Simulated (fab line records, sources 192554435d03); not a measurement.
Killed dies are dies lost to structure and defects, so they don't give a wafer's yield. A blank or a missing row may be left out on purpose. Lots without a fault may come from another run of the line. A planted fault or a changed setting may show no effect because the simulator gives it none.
fab line records | flow n5_finfet
record lots=7 wafers=21
route steps=1938 shown BEOL_M13@1696 BEOL_M14@1753 BEOL_M15@1808 PASSIVATION@1902
start_h: hours from the record's first day to the start of the lot's first wafer shown | wait_h: hours since the lot's step before | " the same as in the row above | L1.1+2: a row that stands for several wafers | - no value, or no start given | * or withheld: withheld | < > ~ a bound
route shown NAME@n: a module of which the file shows steps, and the number in the route of the first | usual: mean/standard deviation of fault-free wafers | same: alike in all rows | chamber/n: place in a boat | sites: the reading at each site | _std_site: their standard deviation | _edge_site: outer sites' mean less inner sites' | radius_mm: how far each site lies from the wafer's centre | mask NAME#n: copy n | behind: the tool/chamber that last shaped the wafer | hold: why the lot was held/for how many hours/how that ended | device: the transistor (n, p or np) that didn't switch | end of line: the same wafers' tests at the end of the route | a step without rows: its recipe alone | killed: dies lost to structure and defects at the first sort, not the wafer's yield | map: a wafer's dies, x killed, . not, _ none there
set.NAME: the setting as run; set.NAME@STEP: as run at that earlier step | model.NAME: the simulator's own value behind a step, which no gauge read
lots whose settings were changed on purpose; a table a step, a row a wafer
## steps
# step N5_BEOL_M13_TRENCH_ETCH_34
# recipe chemistry=C4F8/O2/Ar target=SiOC target_depth_a=4134.7 mask_material=SOC pressure_mtorr=30 source_w=3000 bias_w=700 Ar_flow_sccm=400 C4F8_flow_sccm=15 O2_flow_sccm=8 he_inner_torr=15 he_outer_torr=30 time_s=162.6 ion_energy_ev=250
# columns lot.wafer tool chamber start_h wait_h set.time_s model.etch.depth_nm
L078.1 rie_diel-05 1 270.00 0.0 162.6 408.5
L078.4 " 0 " " 162.6 415.2
L078.6 " 2 " " 162.6 419.6
L083.1 rie_diel-01 1 307.75 0.0 135.7 347.9
L083.2 " 0 " " 135.7 344.7
L083.4 " 3 " " 162.6 423.2
L089.3 rie_diel-04 2 345.80 0.0 162.6 407.3
L089.4 " 1 " " 162.6 408.3
L089.6 " 3 " " 162.6 422.8
L090.1 rie_diel-04 1 348.47 0.0 193 488.7
L090.2 " 3 " " 162.6 423.6
L090.5 " 3 " " 162.6 425.3
L092.2 rie_diel-04 3 357.89 0.0 162.6 422.3
L092.5 " 3 " " 162.6 423.8
L092.6 " 0 " " 150.7 383.5
L096.3 rie_diel-04 0 381.79 0.0 162.6 410.7
L096.4 " 2 " " 162.6 401.2
L096.6 " 0 " " 162.6 406.5
L097.2 rie_diel-04 3 382.88 0.0 162.6 422.8
L097.3 " 0 " " 148.8 377.5
L097.4 " 2 " " 162.6 405.4
# step N5_BEOL_M13_STRIP_70
# recipe chemistry=C4F8/O2/Ar resist=SiARC rf_frequency_hz=6e+07
# step N5_BEOL_M13_OCD_MEAS_35
# usual trench_depth_nm=415/6.6
# columns lot.wafer tool chamber start_h wait_h set.time_s@BEOL_M13_TRENCH_ETCH_34 trench_depth_nm
L078.1 ocd-01 - 270.17 0.0 162.6 408
L078.4 " - " " 162.6 415
L078.6 " - " " 162.6 420
L083.1 ocd-02 - 307.93 0.0 135.7 348
L083.2 " - " " 135.7 345
L083.4 " - " " 162.6 423
L089.3 ocd-01 - 345.97 0.0 162.6 407
L089.4 " - " " 162.6 408
L089.6 " - " " 162.6 423
L090.1 ocd-01 - 348.64 0.0 193 489
L090.2 " - " " 162.6 423
L090.5 " - " " 162.6 425
L092.2 ocd-02 - 358.07 0.0 162.6 423
L092.5 " - " " 162.6 424
L092.6 " - " " 150.7 383
L096.3 ocd-02 - 381.96 0.0 162.6 411
L096.4 " - " " 162.6 401
L096.6 " - " " 162.6 407
L097.2 ocd-01 - 383.06 0.0 162.6 423
L097.3 " - " " 148.8 378
L097.4 " - " " 162.6 406
# step N5_BEOL_M13_STRIP_37
# recipe chemistry=N2/H2 power_w=1000 temp_c=250 h2_frac=0.65 overash_fraction=0.3 pressure_mtorr=withheld n2_flow_sccm=1750 h2_flow_sccm=3250
# step N5_BEOL_M13_ETCH_38
# recipe chemistry=CF4/N2 target=SiCN target_depth_a=675 taper_deg=2 time_s=71.9 ion_energy_ev=150 mask_material=SiO2 pressure_mtorr=40 source_w=430 bias_w=70 Ar_flow_sccm=100 cf4_flow_sccm=60 n2_flow_sccm=60
# step N5_BEOL_M13_ECD_47
# recipe material=Cu target_thk_a=9360
# step N5_BEOL_M13_ANNEAL_48
# recipe temp_c=225 time_s=90 ambient=N2
# step N5_BEOL_M13_CMP_49
# recipe stop_on=SiOC t_overpolish_s=17.1 down_force_psi=1 platen_rpm=50 clearing_platen_down_force_psi=1.5 clearing_platen_rpm=50 post_cmp_clean=cu_alkaline target_thk_nm=420 clearing_platen_pad_velocity_m_s=0.99484 pad_velocity_m_s=0.99484
# columns lot.wafer tool chamber start_h wait_h set.time_s@BEOL_M13_TRENCH_ETCH_34 model.Cu_of_BEOL_M13_ECD_47.thk_nm
L078.1 cmp-01 2 273.01 0.3 162.6 415.2
L078.4 " 0 " " 162.6 421.8
L078.6 " 3 " " 162.6 425.6
L083.1 cmp-03 3 311.27 0.4 135.7 356.6
L083.2 " 0 " " 135.7 353
L083.4 " 2 " " 162.6 430.6
L089.3 cmp-01 2 347.98 0.2 162.6 414.8
L089.4 " 1 " " 162.6 415.8
L089.6 " 3 " " 162.6 430.8
L090.1 cmp-03 1 352.28 0.5 193 495.6
L090.2 " 0 " " 162.6 431.2
L090.5 " 2 " " 162.6 433
L092.2 cmp-01 3 364.04 0.3 162.6 428.6
L092.5 " 1 " " 162.6 429.6
L092.6 " 2 " " 150.7 390
L096.3 cmp-02 3 384.68 0.2 162.6 417.4
L096.4 " 0 " " 162.6 409.4
L096.6 " 0 " " 162.6 414.2
L097.2 cmp-03 2 387.59 0.2 162.6 430
L097.3 " 0 " " 148.8 386
L097.4 " 1 " " 162.6 412.8
# step N5_BEOL_M13_THK_MEAS_50
# recipe thk_meas_gauge=xrf reads=Cu_of_BEOL_M13_ECD_47
# usual M13_THK=442/8
# columns lot.wafer tool chamber start_h wait_h set.time_s@BEOL_M13_TRENCH_ETCH_34 M13_THK[nm]
L078.1 film_metro-02 - 273.30 - 162.6 431
L078.4 " - " " 162.6 439
L078.6 " - " " 162.6 443
L083.1 film_metro-01 - 311.56 - 135.7 378
L083.2 " - " " 135.7 374
L083.4 " - " " 162.6 458
L089.3 film_metro-02 - 348.28 - 162.6 433
L089.4 " - " " 162.6 435
L089.6 " - " " 162.6 451
L090.1 film_metro-01 - 352.57 - 193 520
L090.2 " - " " 162.6 449
L090.5 " - " " 162.6 450
L092.2 film_metro-02 - 364.26 - 162.6 451
L092.5 " - " " 162.6 453
L092.6 " - " " 150.7 408
L096.3 film_metro-01 - 384.97 - 162.6 431
L096.4 " - " " 162.6 424
L096.6 " - " " 162.6 428
L097.2 film_metro-01 - 387.89 - 162.6 447
L097.3 " - " " 148.8 401
L097.4 " - " " 162.6 428
# step N5_BEOL_M13_PRE_CLEAN_52
# recipe gas=NH3 time_s=15 temp_c=withheld rf_power_w=300
# step N5_BEOL_M13_DEP_53
# recipe material=SiCN target_thk_a=500 temp_c=withheld precursor=3MS/NH3 pressure_torr=3 rf_w=675 time_s=17.8
# step N5_BEOL_M13_RS_MEAS_54
# recipe thk_meas_gauge=four-point-probe reads=Cu_of_BEOL_M13_ECD_47+Ta_of_BEOL_M13_SPUTTER_44+TaN_of_BEOL_M13_SPUTTER_43
# usual M13_RS=0.0448/0.00072
# columns lot.wafer tool chamber start_h wait_h set.time_s@BEOL_M13_TRENCH_ETCH_34 M13_RS[ohm/sq]
L078.1 film_metro-01 - 273.44 0.0 162.6 0.0455
L078.4 " - " " 162.6 0.0448
L078.6 " - " " 162.6 0.0443
L083.1 film_metro-02 - 311.70 0.1 135.7 0.0533
L083.2 " - " " 135.7 0.0538
L083.4 " - " " 162.6 0.0437
L089.3 film_metro-02 - 348.41 0.1 162.6 0.0456
L089.4 " - " " 162.6 0.0455
L089.6 " - " " 162.6 0.0438
L090.1 film_metro-01 - 352.70 0.0 193 0.0379
L090.2 " - " " 162.6 0.0438
L090.5 " - " " 162.6 0.0434
L092.2 film_metro-01 - 364.39 0.1 162.6 0.0440
L092.5 " - " " 162.6 0.0439
L092.6 " - " " 150.7 0.0484
L096.3 film_metro-01 - 385.13 0.1 162.6 0.0453
L096.4 " - " " 162.6 0.0463
L096.6 " - " " 162.6 0.0456
L097.2 film_metro-02 - 388.05 0.1 162.6 0.0440
L097.3 " - " " 148.8 0.0490
L097.4 " - " " 162.6 0.0458
# step N5_BEOL_M14_TRENCH_ETCH_34
# recipe chemistry=C4F8/O2/Ar target=SiO2 target_depth_a=5566.5 mask_material=SOC he_inner_torr=15 he_outer_torr=30 time_s=126.9 ion_energy_ev=800 pressure_mtorr=20 source_w=1905 bias_w=2040 Ar_flow_sccm=400 C4F8_flow_sccm=16 O2_flow_sccm=12
# columns lot.wafer tool chamber start_h wait_h set.time_s model.etch.depth_nm
L078.1 rie_diel-03 3 275.95 0.0 126.9 558.5
L078.4 " 2 " " 126.9 573
L078.6 " 0 " " 126.9 547.4
L083.1 rie_diel-02 0 313.80 0.0 126.9 561.6
L083.2 " 1 " " 153.5 681.9
L083.4 " 2 " " 153.5 703
L089.3 rie_diel-03 2 352.32 0.0 111.3 509
L089.4 " 1 " " 126.9 579.3
L089.6 " 3 " " 126.9 557.5
L090.1 rie_diel-03 3 355.56 0.0 126.9 558.1
L090.2 " 2 " " 113 507.7
L090.5 " 2 " " 126.9 577.4
L092.2 rie_diel-06 1 366.60 0.0 126.9 559.1
L092.5 " 0 " " 149.5 645.3
L092.6 " 3 " " 149.5 691.3
L096.3 rie_diel-02 3 387.49 0.0 137.6 596.2
L096.4 " 1 " " 137.6 605.2
L096.6 " 0 " " 126.9 549
L097.2 rie_diel-06 3 390.51 0.0 126.9 591.2
L097.3 " 0 " " 126.9 548.1
L097.4 " 0 " " 126.9 550.6
# step N5_BEOL_M14_STRIP_70
# recipe chemistry=C4F8/O2/Ar resist=SiARC rf_frequency_hz=6e+07
# step N5_BEOL_M14_OCD_MEAS_35
# usual trench_depth_nm=566/16
# columns lot.wafer tool chamber start_h wait_h set.time_s@BEOL_M14_TRENCH_ETCH_34 trench_depth_nm
L078.1 ocd-01 - 276.11 0.0 126.9 558
L078.4 " - " " 126.9 574
L078.6 " - " " 126.9 547
L083.1 ocd-01 - 313.96 0.0 126.9 561
L083.2 " - " " 153.5 682
L083.4 " - " " 153.5 703
L089.3 ocd-01 - 352.47 0.0 111.3 509
L089.4 " - " " 126.9 580
L089.6 " - " " 126.9 558
L090.1 ocd-01 - 355.71 0.0 126.9 558
L090.2 " - " " 113 508
L090.5 " - " " 126.9 577
L092.2 ocd-02 - 366.76 0.0 126.9 559
L092.5 " - " " 149.5 645
L092.6 " - " " 149.5 691
L096.3 ocd-01 - 387.65 0.0 137.6 596
L096.4 " - " " 137.6 605
L096.6 " - " " 126.9 550
L097.2 ocd-01 - 390.67 0.0 126.9 591
L097.3 " - " " 126.9 549
L097.4 " - " " 126.9 550
# step N5_BEOL_M14_SPUTTER_43
# recipe material=TaN target_thk_a=150 temp_c=50 bias_v=168.6 power_w=15000 chamber_pressure_pa=0.12 time_s=24.19
# columns lot.wafer tool chamber start_h wait_h set.time_s model.TaN_of_BEOL_M14_SPUTTER_43.thk_nm
L078.1+6 pvd_sputter-02 - 276.95 0.0 24.19 14.8
L078.4 " - " " 24.19 15
L083.1+4 pvd_sputter-03 - 322.34 0.0 24.19 15.2
L083.2 " - " " 24.19 15
L089.3+4 pvd_sputter-02 - 355.91 0.0 27.63 17.2
L089.6 " - " " 24.19 15
L090.1 pvd_sputter-01 - 357.75 0.0 24.19 15
L090.2+5 " - " " 24.19 15.2
L092.2+5 pvd_sputter-03 - 368.51 0.0 24.19 14.8
L092.6 " - " " 26.71 16.4
L096.3 pvd_sputter-03 - 389.95 0.0 24.19 15
L096.4+6 " - " " 27.22 16.8
L097.2 pvd_sputter-01 - 392.02 0.0 24.19 14.8
L097.3+4 " - " " 24.19 15
# step N5_BEOL_M14_SPUTTER_44
# recipe material=Ta target_thk_a=150 temp_c=50 bias_v=80 power_w=15000 chamber_pressure_pa=0.07 time_s=24.19
# step N5_BEOL_M14_SPUTTER_45
# recipe material=Cu target_thk_a=1000 temp_c=-20 bias_v=60 power_w=26000 chamber_pressure_pa=0.13 time_s=16.67
# step N5_BEOL_M14_ECD_47
# recipe material=Cu target_thk_a=12480
# step N5_BEOL_M14_ANNEAL_48
# recipe temp_c=225 time_s=90 ambient=N2
# step N5_BEOL_M14_CMP_49
# recipe stop_on=SiO2 t_overpolish_s=5.2 down_force_psi=2 platen_rpm=80 clearing_platen_down_force_psi=2 clearing_platen_rpm=80 post_cmp_clean=cu_alkaline target_thk_nm=560 clearing_platen_pad_velocity_m_s=1.5917 pad_velocity_m_s=1.5917
# usual barrier_field_endpoint_s=11.49/0.25
# columns lot.wafer tool chamber start_h wait_h set.time_s@BEOL_M14_TRENCH_ETCH_34 set.time_s@BEOL_M14_SPUTTER_43 barrier_field_endpoint_s model.Cu_of_BEOL_M14_ECD_47.thk_nm
L078.4 cmp-04 0 277.77 0.1 126.9 24.19 11.85 580.2
L078.1 " 1 " " 126.9 24.19 11.89 564
L078.6 " 1 " " 126.9 24.19 11.83 552.4
L083.2 cmp-02 0 323.11 0.2 153.5 24.19 11.37 684.6
L083.4 " 1 " " 153.5 24.19 11.33 705
L083.1 " 3 " " 126.9 24.19 11.58 565.4
L089.4 cmp-01 0 356.85 0.1 126.9 27.63 12.54 580.4
L089.3 " 2 " " 111.3 27.63 12.40 510.2
L089.6 " 0 " " 126.9 24.19 11.37 561.2
L090.1 cmp-02 2 358.97 0.3 126.9 24.19 11.36 561.6
L090.2 " 3 " " 113 24.19 11.40 509.8
L090.5 " 0 " " 126.9 24.19 11.66 581.4
L092.2 cmp-01 2 369.49 0.3 126.9 24.19 11.29 560.2
L092.6 " 0 " " 149.5 26.71 11.69 691.8
L092.5 " 1 " " 149.5 24.19 11.07 647.4
L096.4 cmp-02 2 390.71 0.1 137.6 27.22 12.60 605.6
L096.3 " 1 " " 137.6 24.19 11.52 599
L096.6 " 3 " " 126.9 27.22 12.62 551.2
L097.4 cmp-04 2 392.79 0.1 126.9 24.19 11.49 554.4
L097.3 " 3 " " 126.9 24.19 11.08 550.6
L097.2 " 0 " " 126.9 24.19 11.81 596
# step N5_BEOL_M14_THK_MEAS_50
# recipe thk_meas_gauge=xrf reads=Cu_of_BEOL_M14_ECD_47
# usual M14_THK=601/17
# columns lot.wafer tool chamber start_h wait_h set.time_s@BEOL_M14_TRENCH_ETCH_34 M14_THK[nm]
L078.1 film_metro-01 - 278.07 - 126.9 599
L078.4 " - " " 126.9 621
L078.6 " - " " 126.9 586
L083.1 film_metro-01 - 323.40 - 126.9 597
L083.2 " - " " 153.5 727
L083.4 " - " " 153.5 751
L089.3 film_metro-02 - 357.15 - 111.3 535
L089.4 " - " " 126.9 607
L089.6 " - " " 126.9 587
L090.1 film_metro-01 - 359.18 - 126.9 599
L090.2 " - " " 113 543
L090.5 " - " " 126.9 618
L092.2 film_metro-01 - 369.71 - 126.9 596
L092.5 " - " " 149.5 693
L092.6 " - " " 149.5 741
L096.3 film_metro-01 - 391.01 - 137.6 635
L096.4 " - " " 137.6 635
L096.6 " - " " 126.9 582
L097.2 film_metro-02 - 393.08 - 126.9 625
L097.3 " - " " 126.9 577
L097.4 " - " " 126.9 583
# step N5_BEOL_M14_PRE_CLEAN_52
# recipe gas=NH3 time_s=15 temp_c=withheld rf_power_w=300
# step N5_BEOL_M14_DEP_53
# recipe material=SiCN target_thk_a=500 temp_c=withheld precursor=3MS/NH3 pressure_torr=3 rf_w=675 time_s=17.8
# step N5_BEOL_M14_RS_MEAS_54
# recipe thk_meas_gauge=four-point-probe reads=Cu_of_BEOL_M14_ECD_47+Ta_of_BEOL_M14_SPUTTER_44+TaN_of_BEOL_M14_SPUTTER_43
# usual M14_RS=0.0327/0.0009
# columns lot.wafer tool chamber start_h wait_h set.time_s@BEOL_M14_TRENCH_ETCH_34 M14_RS[ohm/sq]
L078.1 film_metro-01 - 278.20 0.0 126.9 0.0330
L078.4 " - " " 126.9 0.0320
L078.6 " - " " 126.9 0.0336
L083.1 film_metro-01 - 323.53 0.0 126.9 0.0329
L083.2 " - " " 153.5 0.0270
L083.4 " - " " 153.5 0.0263
L089.3 film_metro-02 - 357.28 0.1 111.3 0.0365
L089.4 " - " " 126.9 0.0320
L089.6 " - " " 126.9 0.0331
L090.1 film_metro-01 - 359.31 0.0 126.9 0.0331
L090.2 " - " " 113 0.0366
L090.5 " - " " 126.9 0.0319
L092.2 film_metro-01 - 369.84 0.1 126.9 0.0332
L092.5 " - " " 149.5 0.0286
L092.6 " - " " 149.5 0.0268
L096.3 film_metro-02 - 391.17 0.1 137.6 0.0310
L096.4 " - " " 137.6 0.0307
L096.6 " - " " 126.9 0.0338
L097.2 film_metro-01 - 393.21 0.1 126.9 0.0312
L097.3 " - " " 126.9 0.0338
L097.4 " - " " 126.9 0.0336
# step N5_BEOL_M15_ETCH_61
# recipe chemistry=N2/H2 target=BARC target_depth_a=890 overetch_a=267 time_s=67.9 ion_energy_ev=200 pressure_mtorr=30 source_w=840 bias_w=150 n2_flow_sccm=200 h2_flow_sccm=200
# columns lot.wafer tool chamber start_h wait_h set.time_s model.coat_of_BEOL_M15_COAT_22.thk_nm
L078.1 rie_diel-05 3 281.26 0.0 67.9 721.2
L078.4 " 0 " " 67.9 724.8
L078.6 " 1 " " 67.9 727.2
L083.1 rie_diel-05 0 326.40 0.0 54.72 729
L083.2 " 1 " " 67.9 718.6
L083.4 " 3 " " 54.72 729.6
L089.3 rie_diel-01 2 359.60 0.0 77.23 710.6
L089.4 " 0 " " 77.23 709.2
L089.6 " 3 " " 67.9 718
L090.1 rie_diel-01 1 361.66 0.0 67.9 716.6
L090.2 " 0 " " 67.9 718.6
L090.5 " 1 " " 67.9 718.2
L092.2 rie_diel-01 1 372.04 0.0 53.63 727.2
L092.5 " 0 " " 53.63 732.4
L092.6 " 1 " " 67.9 712
L096.3 rie_diel-01 0 393.50 0.0 67.9 713
L096.4 " 2 " " 82.51 701.6
L096.6 " 2 " " 67.9 716.2
L097.2 rie_diel-05 3 395.63 0.0 67.9 713.2
L097.3 " 0 " " 54.8 725
L097.4 " 1 " " 67.9 716.2
# step N5_BEOL_M15_TRENCH_ETCH_34
# recipe chemistry=C4F8/O2/Ar target=SiO2 target_depth_a=8729.3 he_inner_torr=15 he_outer_torr=30 time_s=199 ion_energy_ev=800 pressure_mtorr=20 source_w=1905 bias_w=2040 Ar_flow_sccm=400 C4F8_flow_sccm=16 O2_flow_sccm=12
# usual rf_vpp_V=2222/47
# columns lot.wafer tool chamber start_h wait_h set.bias_w rf_vpp_V
L078.1 rie_diel-05 3 281.31 0.0 2040 2155
L078.4 " 0 " " 2040 2295
L078.6 " 1 " " 2040 2194
L083.1 rie_diel-05 0 326.45 0.0 2040 2293
L083.2 " 1 " " 1904 2090
L083.4 " 3 " " 1904 2051
L089.3 rie_diel-01 2 359.65 0.0 2040 2258
L089.4 " 0 " " 2040 2267
L089.6 " 3 " " 2040 2220
L090.1 rie_diel-01 1 361.71 0.0 2040 2229
L090.2 " 0 " " 2040 2267
L090.5 " 1 " " 1814 2053
L092.2 rie_diel-01 1 372.09 0.0 2040 2229
L092.5 " 0 " " 2235 2415
L092.6 " 1 " " 2235 2374
L096.3 rie_diel-01 0 393.55 0.0 2040 2266
L096.4 " 2 " " 2040 2259
L096.6 " 2 " " 1751 2029
L097.2 rie_diel-05 3 395.68 0.0 2040 2153
L097.3 " 0 " " 2040 2293
L097.4 " 1 " " 2040 2193
# step N5_PASSIVATION_PEB_28
# recipe peb_temp_c=withheld peb_time_s=*
# columns lot.wafer tool chamber start_h wait_h set.peb_time_s
L078.1+4+6 litho_track-05 0 295.39 0.1 *
L083.1+2 litho_track-01 0 342.52 0.1 *
L083.4 " 0 " " *
L089.3+4+6 litho_track-01 0 371.18 0.0 *
L090.1+2 litho_track-01 0 374.20 0.1 *
L090.5 " 0 " " *
L092.2+6 litho_track-01 0 383.54 0.0 *
L092.5 " 0 " " *
L097.2 litho_track-02 0 412.13 0.0 *
L097.3+4 " 0 " " *
L096.3 litho_track-05 0 412.29 0.0 *
L096.4+6 " 0 " " *
# step N5_PASSIVATION_DEVELOP_29
# recipe develop_time_s=60 rinse_liquid=diw dry=air_spin dev_temp_c=21
# step N5_PASSIVATION_HARDBAKE_31
# recipe temp_c=130 time_s=120
# step N5_PASSIVATION_CD_MEAS_30
# recipe target_cd_nm=4000 landing_energy_ev=500 detector=se_inlens polarity=opening
# usual cd_nm=3999.7/1.7
# columns lot.wafer tool chamber start_h wait_h set.peb_time_s@PASSIVATION_PEB_28 cd_nm
L078.1 cd_sem-02 0 295.51 - * 3997.8
L078.4 " 0 " " * 3998.9
L078.6 " 0 " " * 3999.6
L083.1 cd_sem-02 0 342.64 - * 3993.8
L083.2 " 0 " " * 3991.5
L083.4 " 0 " " * 3997.1
L089.3 cd_sem-03 0 371.31 - * 4002.1
L089.4 " 0 " " * 4000.4
L089.6 " 0 " " * 4002.2
L090.1 cd_sem-02 0 374.32 - * 3999.6
L090.2 " 0 " " * 3998.3
L090.5 " 0 " " * 3992.6
L092.2 cd_sem-02 0 383.66 - * 4000.1
L092.5 " 0 " " * 3997.4
L092.6 " 0 " " * 3999.1
L097.2 cd_sem-02 0 412.25 - * 4000.0
L097.3 " 0 " " * 4008.4
L097.4 " 0 " " * 4007.1
L096.3 cd_sem-02 0 412.41 - * 3998.1
L096.4 " 0 " " * 3999.7
L096.6 " 0 " " * 3999.7
## key
split step=N5_BEOL_M13_TRENCH_ETCH_34 setting=time_s stated=162.6 by=wafer
response step=N5_BEOL_M13_TRENCH_ETCH_34 reading=model.etch.depth_nm change=+4.1 per=1% r=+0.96
response step=N5_BEOL_M13_OCD_MEAS_35 reading=trench_depth_nm change=+4.12 per=1% r=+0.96
response step=N5_BEOL_M13_CMP_49 reading=model.Cu_of_BEOL_M13_ECD_47.thk_nm change=+4.04 per=1% r=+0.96
response step=N5_BEOL_M13_THK_MEAS_50 reading=M13_THK change=+4.42 per=1% r=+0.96
response step=N5_BEOL_M13_RS_MEAS_54 reading=M13_RS change=-0.000452 per=1% r=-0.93
split step=N5_BEOL_M14_TRENCH_ETCH_34 setting=time_s stated=126.9 by=wafer
response step=N5_BEOL_M14_TRENCH_ETCH_34 reading=model.etch.depth_nm change=+5.93 per=1% r=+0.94
response step=N5_BEOL_M14_OCD_MEAS_35 reading=trench_depth_nm change=+5.92 per=1% r=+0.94
response step=N5_BEOL_M14_CMP_49 reading=model.Cu_of_BEOL_M14_ECD_47.thk_nm change=+5.93 per=1% r=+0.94
response step=N5_BEOL_M14_THK_MEAS_50 reading=M14_THK change=+6.44 per=1% r=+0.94
response step=N5_BEOL_M14_RS_MEAS_54 reading=M14_RS change=-0.000314 per=1% r=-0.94
split step=N5_BEOL_M14_SPUTTER_43 setting=time_s stated=24.19 by=wafer
response step=N5_BEOL_M14_SPUTTER_43 reading=model.TaN_of_BEOL_M14_SPUTTER_43.thk_nm change=+0.151 per=1% r=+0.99
response step=N5_BEOL_M14_CMP_49 reading=barrier_field_endpoint_s change=+0.0741 per=1% r=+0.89
split step=N5_BEOL_M15_ETCH_61 setting=time_s stated=67.9 by=wafer
response step=N5_BEOL_M15_ETCH_61 reading=model.coat_of_BEOL_M15_COAT_22.thk_nm change=-0.636 per=1% r=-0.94
split step=N5_BEOL_M15_TRENCH_ETCH_34 setting=bias_w stated=2040 by=wafer
response step=N5_BEOL_M15_TRENCH_ETCH_34 reading=rf_vpp_V change=+18.6 per=1% r=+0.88
split step=N5_PASSIVATION_PEB_28 setting=peb_time_s stated=* by=wafer
response step=N5_PASSIVATION_CD_MEAS_30 reading=cd_nm change=+0.319 per=1% r=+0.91
